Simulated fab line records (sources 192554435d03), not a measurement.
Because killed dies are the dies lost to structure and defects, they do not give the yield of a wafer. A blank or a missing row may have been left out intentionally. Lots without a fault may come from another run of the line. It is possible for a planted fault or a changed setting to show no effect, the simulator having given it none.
Chamber matching / flow n5_finfet / 4 sister chambers for N5_ILD0_CMP_12 on cmp-04
The step polishes SiNx, stops on poly-Si, t overpolish 6 s, target thk 17.67 nm. 16 wafers are shown with their chamber, then 8 later ones without.

## WAFERS WITH THEIR CHAMBER
wafer=L074.1; chamber=1; motor_current_A (A)=11.3; overpolish_run_s (s)=6.015; time_to_endpoint_s (s)=28.3
wafer=L074.3; chamber=2; motor_current_A (A)=8.6; overpolish_run_s (s)=5.999; time_to_endpoint_s (s)=28.2
wafer=L074.5; chamber=1; motor_current_A (A)=10.6; overpolish_run_s (s)=5.998; time_to_endpoint_s (s)=26.3
wafer=L075.2; chamber=0; motor_current_A (A)=8.9; overpolish_run_s (s)=6.020; time_to_endpoint_s (s)=26.6
wafer=L075.4; chamber=1; motor_current_A (A)=11.4; overpolish_run_s (s)=6.001; time_to_endpoint_s (s)=24.4
wafer=L075.5; chamber=1; motor_current_A (A)=11.1; overpolish_run_s (s)=6.003; time_to_endpoint_s (s)=26.4
wafer=L077.1; chamber=0; motor_current_A (A)=9.2; overpolish_run_s (s)=6.010; time_to_endpoint_s (s)=26.8
wafer=L077.2; chamber=2; motor_current_A (A)=8.5; overpolish_run_s (s)=5.991; time_to_endpoint_s (s)=28.7
wafer=L077.4; chamber=3; motor_current_A (A)=9.2; overpolish_run_s (s)=6.005; time_to_endpoint_s (s)=29.0
wafer=L078.1; chamber=0; motor_current_A (A)=9.5; overpolish_run_s (s)=6.021; time_to_endpoint_s (s)=28.7
wafer=L078.5; chamber=0; motor_current_A (A)=8.8; overpolish_run_s (s)=5.990; time_to_endpoint_s (s)=30.5
wafer=L078.6; chamber=1; motor_current_A (A)=11.0; overpolish_run_s (s)=5.994; time_to_endpoint_s (s)=29.3
wafer=L079.2; chamber=3; motor_current_A (A)=9.6; overpolish_run_s (s)=6.007; time_to_endpoint_s (s)=23.5
wafer=L079.3; chamber=1; motor_current_A (A)=11.2; overpolish_run_s (s)=5.994; time_to_endpoint_s (s)=26.8
wafer=L079.5; chamber=0; motor_current_A (A)=8.9; overpolish_run_s (s)=6.006; time_to_endpoint_s (s)=24.9
wafer=L080.2; chamber=0; motor_current_A (A)=8.9; overpolish_run_s (s)=5.986; time_to_endpoint_s (s)=29.4

SIGNATURES (averages over the wafers above)
reading=motor_current_A; chamber 0=9.033; chamber 1=11.100; chamber 2=8.550; chamber 3=9.400; scatter within a chamber=0.264
reading=overpolish_run_s; chamber 0=6.00550; chamber 1=6.00083; chamber 2=5.99500; chamber 3=6.00600; scatter within a chamber=0.0109
reading=time_to_endpoint_s; chamber 0=27.817; chamber 1=26.917; chamber 2=28.450; chamber 3=26.250; scatter within a chamber=2.07
Rule: for a wafer and a chamber, the distance is found by dividing, reading by reading, the gap between the wafer's reading and the chamber's mean by the reading's scatter, squaring, summing and taking the root. The wafer belongs to the nearest chamber; if the next one is less than 2 further off, it can't be placed. How the scatter is found: for the shown wafers, subtract from each reading the mean of its chamber, square and add these, divide the total by (wafers less chambers), then take the root.

## WAFERS WITHOUT THEIR CHAMBER
wafer=L080.3; motor_current_A (A)=8.9; overpolish_run_s (s)=6.005; time_to_endpoint_s (s)=28.6
wafer=L080.6; motor_current_A (A)=9.2; overpolish_run_s (s)=6.006; time_to_endpoint_s (s)=28.6
wafer=L082.1; motor_current_A (A)=10.8; overpolish_run_s (s)=6.001; time_to_endpoint_s (s)=29.7
wafer=L082.3; motor_current_A (A)=9.2; overpolish_run_s (s)=6.012; time_to_endpoint_s (s)=28.0
wafer=L082.6; motor_current_A (A)=11.2; overpolish_run_s (s)=5.981; time_to_endpoint_s (s)=26.8
wafer=L088.1; motor_current_A (A)=8.1; overpolish_run_s (s)=5.998; time_to_endpoint_s (s)=28.7
wafer=L088.2; motor_current_A (A)=9.2; overpolish_run_s (s)=5.975; time_to_endpoint_s (s)=28.0
wafer=L088.4; motor_current_A (A)=9.3; overpolish_run_s (s)=5.987; time_to_endpoint_s (s)=28.0

## EACH ONE'S CHAMBER
wafer=L080.3; from the rows above=can't be placed: 0 or 2 or 3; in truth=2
wafer=L080.6; from the rows above=can't be placed: 0 or 3 or 2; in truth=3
wafer=L082.1; from the rows above=1; in truth=1
wafer=L082.3; from the rows above=can't be placed: 0 or 3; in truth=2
wafer=L082.6; from the rows above=1; in truth=1
wafer=L088.1; from the rows above=can't be placed: 2 or 0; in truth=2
wafer=L088.2; from the rows above=can't be placed: 0 or 3 or 2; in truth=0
wafer=L088.4; from the rows above=can't be placed: 3 or 0 or 2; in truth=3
Placed correctly: 2 of 8. Can't be placed from these rows: 6 (the true chamber is among the candidates in 5). Wrongly placed: 0.
